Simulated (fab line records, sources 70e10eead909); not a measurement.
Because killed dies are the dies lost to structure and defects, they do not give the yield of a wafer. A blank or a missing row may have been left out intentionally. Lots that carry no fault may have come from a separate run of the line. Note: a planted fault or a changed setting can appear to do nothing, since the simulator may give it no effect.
Which tool did it? :: flow nand-harc :: 30 wafers from 10 lots sampled at 6 of the route's 1302 steps

== WHAT EACH GAUGE READ, for each wafer ==
NHARC_A_CONTACT_CD_MEAS_69: target cd 300 nm.
lot: L176
measured: day 22 11:44
on: cd-sem-02
cd-nm (nm): 300.4 300.0 299.8

lot: L178
measured: day 22 15:43
on: cd-sem-02
cd-nm (nm): 299.7 299.2 299.5

lot: L179
measured: day 23 03:08
on: cd-sem-03
cd-nm (nm): 300.3 300.1 300.8

lot: L184
measured: day 24 21:50
on: cd-sem-02
cd-nm (nm): 300.4 300.4 300.0

lot: L187
measured: day 27 05:29
on: cd-sem-02
cd-nm (nm): 307.0 306.8 307.2

lot: L191
measured: day 27 20:19
on: cd-sem-02
cd-nm (nm): 299.1 298.9 300.2

lot: L190
measured: day 27 23:53
on: cd-sem-03
cd-nm (nm): 305.5 305.4 305.6

lot: L193
measured: day 28 23:04
on: cd-sem-03
cd-nm (nm): 299.9 300.4 299.4

lot: L197
measured: day 30 14:58
on: cd-sem-01
cd-nm (nm): 299.6 300.0 299.3

lot: L199
measured: day 30 17:05
on: cd-sem-03
cd-nm (nm): 300.3 299.7 299.6

NHARC_END_SORT_01.
lot: L193
measured: day 31 11:14
on: prober-02
killed-at-array: 82 72 68
killed-at-other: 0 4 1
killed-at-periphery: 3 8 5
killed-dies: 85 84 74
killed-open: 2 5 4
killed-short: 3 3 1

== EACH LOT AND THE TOOL THAT RAN IT (in order: tool; ch and the chambers of the sampled wafers; start) ==
lot: L176
NHARC_A_CONTACT_ETCH_102: rie-diel-06 ch 1,2,3, day 22 07:10
NHARC_A_CONTACT_EXPOSE_66: arfi-scanner-03 ch 0, day 22 11:35
NHARC_A_CONTACT_ETCH_75: rie-diel-06 ch 0,2,3, day 22 12:00
NHARC_A_CONTACT_ETCH_76: rie-diel-06 ch 1,2,3, no start

lot: L178
NHARC_A_CONTACT_ETCH_102: rie-diel-06 ch 0,1,2, day 22 10:15
NHARC_A_CONTACT_EXPOSE_66: arfi-scanner-02 ch 0, day 22 15:34
NHARC_A_CONTACT_ETCH_75: rie-diel-05 ch 2,3, day 22 15:59
NHARC_A_CONTACT_ETCH_76: rie-diel-05 ch 0,1,3, no start

lot: L179
NHARC_A_CONTACT_ETCH_102: rie-diel-07 ch 1,2, day 22 17:33
NHARC_A_CONTACT_EXPOSE_66: arfi-scanner-02 ch 0, day 23 03:00
NHARC_A_CONTACT_ETCH_75: rie-diel-05 ch 0,1,3, day 23 03:26
NHARC_A_CONTACT_ETCH_76: rie-diel-05 ch 0,1, no start

lot: L184
NHARC_A_CONTACT_ETCH_102: rie-diel-05 ch 0,1, day 24 17:18
NHARC_A_CONTACT_EXPOSE_66: arfi-scanner-02 ch 0, day 24 21:41
NHARC_A_CONTACT_ETCH_75: rie-diel-06 ch 1,3, day 24 22:06
NHARC_A_CONTACT_ETCH_76: rie-diel-06 ch 0,1,3, no start

lot: L187
NHARC_A_CONTACT_ETCH_102: rie-diel-07 ch 0,1, day 27 00:07
NHARC_A_CONTACT_EXPOSE_66: arfi-scanner-01 ch 0, day 27 05:21
NHARC_A_CONTACT_ETCH_75: rie-diel-06 ch 0,1,2, day 27 05:50
NHARC_A_CONTACT_ETCH_76: rie-diel-06 ch 1,2,3, no start

lot: L191
NHARC_A_CONTACT_ETCH_102: rie-diel-05 ch 0,3, day 27 15:39
NHARC_A_CONTACT_EXPOSE_66: arfi-scanner-03 ch 0, day 27 20:11
NHARC_A_CONTACT_ETCH_75: rie-diel-06 ch 2,3, day 27 20:38
NHARC_A_CONTACT_ETCH_76: rie-diel-06 ch 1,2, no start

lot: L190
NHARC_A_CONTACT_ETCH_102: rie-diel-06 ch 1,2,3, day 27 19:14
NHARC_A_CONTACT_EXPOSE_66: arfi-scanner-01 ch 0, day 27 23:44
NHARC_A_CONTACT_ETCH_75: rie-diel-06 ch 0,1,3, day 28 00:09
NHARC_A_CONTACT_ETCH_76: rie-diel-06 ch 0,1,3, no start

lot: L193
NHARC_A_CONTACT_ETCH_102: rie-diel-05 ch 1,2,3, day 28 15:26
NHARC_A_CONTACT_EXPOSE_66: arfi-scanner-02 ch 0, day 28 22:56
NHARC_A_CONTACT_ETCH_75: rie-diel-07 ch 0,2,3, day 28 23:20
NHARC_A_CONTACT_ETCH_76: rie-diel-07 ch 0,3, day 31 11:14 or earlier

lot: L197
NHARC_A_CONTACT_ETCH_102: rie-diel-05 ch 0,3, day 30 08:30
NHARC_A_CONTACT_EXPOSE_66: arfi-scanner-02 ch 0, day 30 14:50
NHARC_A_CONTACT_ETCH_75: rie-diel-06 ch 0,2,3, day 30 15:14
NHARC_A_CONTACT_ETCH_76: rie-diel-06 ch 2,3, no start

lot: L199
NHARC_A_CONTACT_ETCH_102: rie-diel-06 ch 0,1,2, day 30 09:53
NHARC_A_CONTACT_EXPOSE_66: arfi-scanner-03 ch 0, day 30 16:56
NHARC_A_CONTACT_ETCH_75: rie-diel-05 ch 0,2,3, day 30 17:21
NHARC_A_CONTACT_ETCH_76: rie-diel-05 ch 2,3, no start
- NHARC_A_CONTACT_ETCH_102: etches the open film in CF4/O2, target depth 100 nm, overetch 10 nm, time 55 s.
- NHARC_A_CONTACT_EXPOSE_66: exposes mask A CC 2.
- NHARC_A_CONTACT_ETCH_75: etches the open film in CF4, target depth 39 nm, time 65 s.
- NHARC_A_CONTACT_ETCH_76: etches the open film in N2/H2, target depth 260 nm, time 475.3 s.

== AS READ BY THE TOOLS THEMSELVES (means over the sampled wafers that have a number; for cases with no such wafer, the mark the record gives instead) ==
NHARC_A_CONTACT_ETCH_102.
lot: L176
tool: rie-diel-06
drypump-motor-current-A (A): 5.6
o2-flow-sccm (sccm): 20.03
oes-product-au (a.u.): 1.008
rf-vpp-V (V): 198.0
showerhead-plenum-p-Torr (Torr): 1.34
throttle-valve-pct (%): 13.389

lot: L178
tool: rie-diel-06
drypump-motor-current-A (A): 5.9
o2-flow-sccm (sccm): 19.99
oes-product-au (a.u.): 1.009
rf-vpp-V (V): 198.2
showerhead-plenum-p-Torr (Torr): 1.36
throttle-valve-pct (%): 13.393

lot: L179
tool: rie-diel-07
drypump-motor-current-A (A): 5.7
o2-flow-sccm (sccm): 20.06
oes-product-au (a.u.): 0.998
rf-vpp-V (V): 196.7
showerhead-plenum-p-Torr (Torr): 1.30
throttle-valve-pct (%): 13.401

lot: L184
tool: rie-diel-05
drypump-motor-current-A (A): 5.2
o2-flow-sccm (sccm): 20.00
oes-product-au (a.u.): 1.006
rf-vpp-V (V): 196.6
showerhead-plenum-p-Torr (Torr): 1.29
throttle-valve-pct (%): 13.391

lot: L187
tool: rie-diel-07
drypump-motor-current-A (A): 5.9
o2-flow-sccm (sccm): 20.03
oes-product-au (a.u.): 1.002
rf-vpp-V (V): 198.4
showerhead-plenum-p-Torr (Torr): 1.39
throttle-valve-pct (%): 13.407

lot: L191
tool: rie-diel-05
drypump-motor-current-A (A): 4.9
o2-flow-sccm (sccm): 19.98
oes-product-au (a.u.): 1.003
rf-vpp-V (V): 198.0
showerhead-plenum-p-Torr (Torr): 1.35
throttle-valve-pct (%): 13.404

lot: L190
tool: rie-diel-06
drypump-motor-current-A (A): 5.6
o2-flow-sccm (sccm): 20.06
oes-product-au (a.u.): 1.000
rf-vpp-V (V): 197.1
showerhead-plenum-p-Torr (Torr): 1.33
throttle-valve-pct (%): 13.394

lot: L193
tool: rie-diel-05
drypump-motor-current-A (A): 5.7
o2-flow-sccm (sccm): 20.01
oes-product-au (a.u.): 1.008
rf-vpp-V (V): 197.3
showerhead-plenum-p-Torr (Torr): 1.34
throttle-valve-pct (%): 13.397

lot: L197
tool: rie-diel-05
drypump-motor-current-A (A): 5.1
o2-flow-sccm (sccm): 20.02
oes-product-au (a.u.): 1.009
rf-vpp-V (V): 197.1
showerhead-plenum-p-Torr (Torr): 1.34
throttle-valve-pct (%): 13.408

lot: L199
tool: rie-diel-06
drypump-motor-current-A (A): 5.9
o2-flow-sccm (sccm): 19.99
oes-product-au (a.u.): 0.991
rf-vpp-V (V): 198.4
showerhead-plenum-p-Torr (Torr): 1.35
throttle-valve-pct (%): 13.394

NHARC_A_CONTACT_EXPOSE_66.
lot: L176
tool: arfi-scanner-03
exposure-dose-mJ-cm2: 58.92

lot: L178
tool: arfi-scanner-02
exposure-dose-mJ-cm2: 58.93

lot: L179
tool: arfi-scanner-02
exposure-dose-mJ-cm2: 58.94

lot: L184
tool: arfi-scanner-02
exposure-dose-mJ-cm2: 58.96

lot: L187
tool: arfi-scanner-01
exposure-dose-mJ-cm2: 67.26

lot: L191
tool: arfi-scanner-03
exposure-dose-mJ-cm2: 58.93

lot: L190
tool: arfi-scanner-01
exposure-dose-mJ-cm2: 65.59

lot: L193
tool: arfi-scanner-02
exposure-dose-mJ-cm2: 58.93

lot: L197
tool: arfi-scanner-02
exposure-dose-mJ-cm2: 58.97

lot: L199
tool: arfi-scanner-03
exposure-dose-mJ-cm2: 58.93

NHARC_A_CONTACT_ETCH_75.
lot: L176
tool: rie-diel-06
drypump-motor-current-A (A): 6.0
oes-product-au (a.u.): 1.006
rf-vpp-V (V): 151.5
showerhead-plenum-p-Torr (Torr): 1.81
throttle-valve-pct (%): 13.285

lot: L178
tool: rie-diel-05
drypump-motor-current-A (A): 5.9
oes-product-au (a.u.): 0.991
rf-vpp-V (V): 152.6
showerhead-plenum-p-Torr (Torr): 1.85
throttle-valve-pct (%): 13.278

lot: L179
tool: rie-diel-05
drypump-motor-current-A (A): 5.2
oes-product-au (a.u.): 1.001
rf-vpp-V (V): 150.9
showerhead-plenum-p-Torr (Torr): 1.75
throttle-valve-pct (%): 13.292

lot: L184
tool: rie-diel-06
drypump-motor-current-A (A): 5.2
oes-product-au (a.u.): 1.008
rf-vpp-V (V): 151.2
showerhead-plenum-p-Torr (Torr): 1.76
throttle-valve-pct (%): 13.285

lot: L187
tool: rie-diel-06
drypump-motor-current-A (A): 5.9
oes-product-au (a.u.): 1.006
rf-vpp-V (V): 151.7
showerhead-plenum-p-Torr (Torr): 1.79
throttle-valve-pct (%): 13.277

lot: L191
tool: rie-diel-06
drypump-motor-current-A (A): 5.7
oes-product-au (a.u.): 1.013
rf-vpp-V (V): 151.5
showerhead-plenum-p-Torr (Torr): 1.78
throttle-valve-pct (%): 13.286

lot: L190
tool: rie-diel-06
drypump-motor-current-A (A): 5.6
oes-product-au (a.u.): 1.002
rf-vpp-V (V): 151.4
showerhead-plenum-p-Torr (Torr): 1.78
throttle-valve-pct (%): 13.277

lot: L193
tool: rie-diel-07
drypump-motor-current-A (A): 5.9
oes-product-au (a.u.): 1.004
rf-vpp-V (V): 152.8
showerhead-plenum-p-Torr (Torr): 1.84
throttle-valve-pct (%): 13.290

lot: L197
tool: rie-diel-06
drypump-motor-current-A (A): 6.0
oes-product-au (a.u.): 0.997
rf-vpp-V (V): 151.3
showerhead-plenum-p-Torr (Torr): 1.80
throttle-valve-pct (%): 13.279

lot: L199
tool: rie-diel-05
drypump-motor-current-A (A): 5.4
oes-product-au (a.u.): 1.009
rf-vpp-V (V): 152.1
showerhead-plenum-p-Torr (Torr): 1.80
throttle-valve-pct (%): 13.289

NHARC_A_CONTACT_ETCH_76.
lot: L176
tool: rie-diel-06
drypump-motor-current-A (A): 5.6
oes-product-au (a.u.): 1.006
rf-vpp-V (V): 430.4
showerhead-plenum-p-Torr (Torr): 2.04
throttle-valve-pct (%): 14.168

lot: L178
tool: rie-diel-05
drypump-motor-current-A (A): 5.2
oes-product-au (a.u.): 1.002
rf-vpp-V (V): 430.1
showerhead-plenum-p-Torr (Torr): 2.02
throttle-valve-pct (%): 14.171

lot: L179
tool: rie-diel-05
drypump-motor-current-A (A): 5.2
oes-product-au (a.u.): 1.003
rf-vpp-V (V): 428.8
showerhead-plenum-p-Torr (Torr): 1.97
throttle-valve-pct (%): 14.173

lot: L184
tool: rie-diel-06
drypump-motor-current-A (A): 5.6
oes-product-au (a.u.): 0.999
rf-vpp-V (V): 431.3
showerhead-plenum-p-Torr (Torr): 2.05
throttle-valve-pct (%): 14.175

lot: L187
tool: rie-diel-06
drypump-motor-current-A (A): 5.6
oes-product-au (a.u.): 1.012
rf-vpp-V (V): 430.7
showerhead-plenum-p-Torr (Torr): 2.04
throttle-valve-pct (%): 14.170

lot: L191
tool: rie-diel-06
drypump-motor-current-A (A): 5.9
oes-product-au (a.u.): 1.008
rf-vpp-V (V): 431.1
showerhead-plenum-p-Torr (Torr): 2.06
throttle-valve-pct (%): 14.172

lot: L190
tool: rie-diel-06
drypump-motor-current-A (A): 5.6
oes-product-au (a.u.): 1.002
rf-vpp-V (V): 430.7
showerhead-plenum-p-Torr (Torr): 2.05
throttle-valve-pct (%): 14.166

lot: L193
tool: rie-diel-07
drypump-motor-current-A (A): 6.1
oes-product-au (a.u.): 1.002
rf-vpp-V (V): 431.7
showerhead-plenum-p-Torr (Torr): 2.08
throttle-valve-pct (%): 14.165

lot: L197
tool: rie-diel-06
drypump-motor-current-A (A): 6.0
oes-product-au (a.u.): 0.998
rf-vpp-V (V): 431.2
showerhead-plenum-p-Torr (Torr): 2.06
throttle-valve-pct (%): 14.177

lot: L199
tool: rie-diel-05
drypump-motor-current-A (A): 5.6
oes-product-au (a.u.): 1.012
rf-vpp-V (V): 430.6
showerhead-plenum-p-Torr (Torr): 2.08
throttle-valve-pct (%): 14.172

== THE ANSWER, worked out from the rows above alone ==
Rule: the lots themselves supply what counts as usual. The widest of any qualifying gaps counts: lots, ordered by their means at a reading, are off when they make up no more than a third of the lots, leave a main group of 4 or more, and stand apart from it by 3 or more times the standard deviation of that group's means. A main group is skipped when, at the precision printed for the reading in the tables above, its means are all equal. Also off: a lot with no number at a reading for which 4 or more lots have one. All remaining lots with rows at the step are treated as sound. Order of review: gauges by route order, followed by the tools' own readings, for which a lot's mean as printed above is used. At the first step where some lot is off, the reading lying furthest off is the one used; lots without a number count as furthest.
Off, at NHARC_A_CONTACT_CD_MEAS_69 on cd-nm: L187, L190. For the main group the mean is 299.9 nm and the standard deviation 0.34.
A tool fits if, at a process step before that reading, it ran every lot that is off, and no sound lot after the first of them. The gauges at NHARC_A_CONTACT_CD_MEAS_69 aren't tried: what is off there is off at NHARC_A_CONTACT_EXPOSE_66 too, on other tools, and a gauge's error can't cause that. One fits: arfi-scanner-01 at NHARC_A_CONTACT_EXPOSE_66. It ran no sound lot before its first lot that is off in this sample, so the start can't be narrowed down.
The tool's own readings at NHARC_A_CONTACT_EXPOSE_66 bear it out: on the lots that are off they differ by more than 5 times the standard deviation of the sound lots' means. exposure-dose-mJ-cm2 reads 66.43 there against 58.94 on the sound lots.

== WHAT THE SIMULATOR PUT IN ==
Drift in process parameters on arfi-scanner-01 at NHARC_A_CONTACT_EXPOSE_66, starting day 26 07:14. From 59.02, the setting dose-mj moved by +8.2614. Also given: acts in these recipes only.
Shown lots that were struck: L187, L190. The rule given above showed the same thing.
